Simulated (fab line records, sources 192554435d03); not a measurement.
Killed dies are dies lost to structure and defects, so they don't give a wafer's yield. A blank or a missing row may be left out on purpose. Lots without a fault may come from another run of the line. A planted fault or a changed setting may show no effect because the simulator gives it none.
Split-lot experiment | flow n5_finfet | 7 lots, 21 wafers read, on a route of 1938 steps

THE SPLIT
At N5_BEOL_M11_PECVD_70 (deposits SiO2 from TEOS/O2, target thk 20 nm, time 22.7 s), the setting time_s was moved away from the recipe's 22.7 s on 7 of the 21 wafers read, by -13.2% to +12.9%. The other wafers ran this setting at the recipe's value.

The reading is taken at the split's own step.

THE READING
SiO2_of_BEOL_M11_PECVD_70.thk_nm (the simulator's own value, which no gauge read), in nm, at N5_BEOL_M11_PECVD_70 (deposits SiO2 from TEOS/O2, target thk 20 nm, time 22.7 s). The file gives no usual value for it. The 14 wafers here that ran the recipe average 20.1 nm, standard deviation 0.35 nm.

wafer  | tool, chamber at the split | time_s as run, s | against the recipe | SiO2_of_BEOL_M11_PECVD_70.thk_nm, nm | against lot-mates on the recipe
L075.2 | pecvd-04, 0                | 22.7             | recipe             | 19.4                                 | -
L075.4 | pecvd-04, 1                | 22.7             | recipe             | 19.6                                 | -
L075.6 | pecvd-04, 0                | 22.7             | recipe             | 19.8                                 | -
L078.2 | pecvd-01, 1                | 22.7             | recipe             | 19.6                                 | -
L078.4 | pecvd-01, 1                | 25.63            | +12.9%             | 23                                   | +2.9
L078.6 | pecvd-01, 0                | 22.7             | recipe             | 20.6                                 | -
L080.3 | pecvd-04, 2,1,2            | 22.7             | recipe             | 20.2                                 | -
L080.4 | pecvd-04, 2,1,2            | 22.7             | recipe             | 20.2                                 | -
L080.6 | pecvd-04, 2,1,2            | 22.7             | recipe             | 20.2                                 | -
L076.3 | pecvd-02, 2                | 22.7             | recipe             | 20.4                                 | -
L076.4 | pecvd-02, 1                | 19.97            | -12.0%             | 17.6                                 | -2.8
L076.6 | pecvd-02, 2                | 19.97            | -12.0%             | 18.2                                 | -2.2
L090.2 | pecvd-01, 2                | 19.7             | -13.2%             | 17.4                                 | -3.0
L090.3 | pecvd-01, 0                | 19.7             | -13.2%             | 17.6                                 | -2.8
L090.6 | pecvd-01, 1                | 22.7             | recipe             | 20.4                                 | -
L091.2 | pecvd-02, 0                | 22.7             | recipe             | 19.8                                 | -
L091.3 | pecvd-02, 0                | 22.7             | recipe             | 20.2                                 | -
L091.5 | pecvd-02, 2                | 22.7             | recipe             | 20.4                                 | -
L088.2 | pecvd-01, 1                | 20.49            | -9.7%              | 18                                   | -2.2
L088.5 | pecvd-01, 0                | 20.49            | -9.7%              | 18.2                                 | -2.0
L088.6 | pecvd-01, 1                | 22.7             | recipe             | 20.2                                 | -
Where a row lists several chambers, the file gives one row for several wafers and doesn't say which wafer went through which chamber.

THE FIT
A straight line over all 21 wafers: SiO2_of_BEOL_M11_PECVD_70.thk_nm changes by +0.2 nm for each +1% of time_s; r = +0.97; the points scatter about the line by 0.34 nm.
The same after taking each lot's own level away (the mean of its wafers on the recipe; 21 wafers): +0.217 nm for each +1%; r = +0.99; scatter 0.23 nm.
On that fit, the largest move of time_s shifts the reading by 2.9 nm.
The lots' own levels span 19.60 to 20.40 nm, that is 2.3 times the standard deviation above.
So the lot-to-lot level changes the slope little: the two slopes agree.
Check: with one of the wafers moved furthest among these (-13.2%) left out of the fit, the line predicts -2.82 nm for it against its lot-mates. It came out at -3 nm against them.

OTHER SPLITS ON THESE WAFERS
These wafers also went through other splits before the reading. Each is held against what the fit with the lots' levels taken away leaves over:
other split on the same wafers     | wafers away from the commonest value | r with SiO2_of_BEOL_M11_PECVD_70.thk_nm (lot level and that fit taken away)
N5_BEOL_M7_EXPOSE_08 dose_mj       | 6                                    | +0.31
N5_BEOL_M7_STRIP_19 pressure_mtorr | 9                                    | -0.01
N5_BEOL_M8_ETCH_62 bias_w          | 8                                    | +0.48
N5_BEOL_M8_COAT_22 spin_rpm        | 5                                    | -0.17
N5_BEOL_M8_DEP_56 time_s           | 4                                    | +0.37
N5_BEOL_M10_ETCH_62 time_s         | 5                                    | -0.23
N5_BEOL_M10_COAT_22 spin_rpm       | 5                                    | -0.02

THE FILE'S OWN FIT
SiO2_of_BEOL_M11_PECVD_70.thk_nm changes by +0.217 nm for each +1% of time_s, r = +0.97.
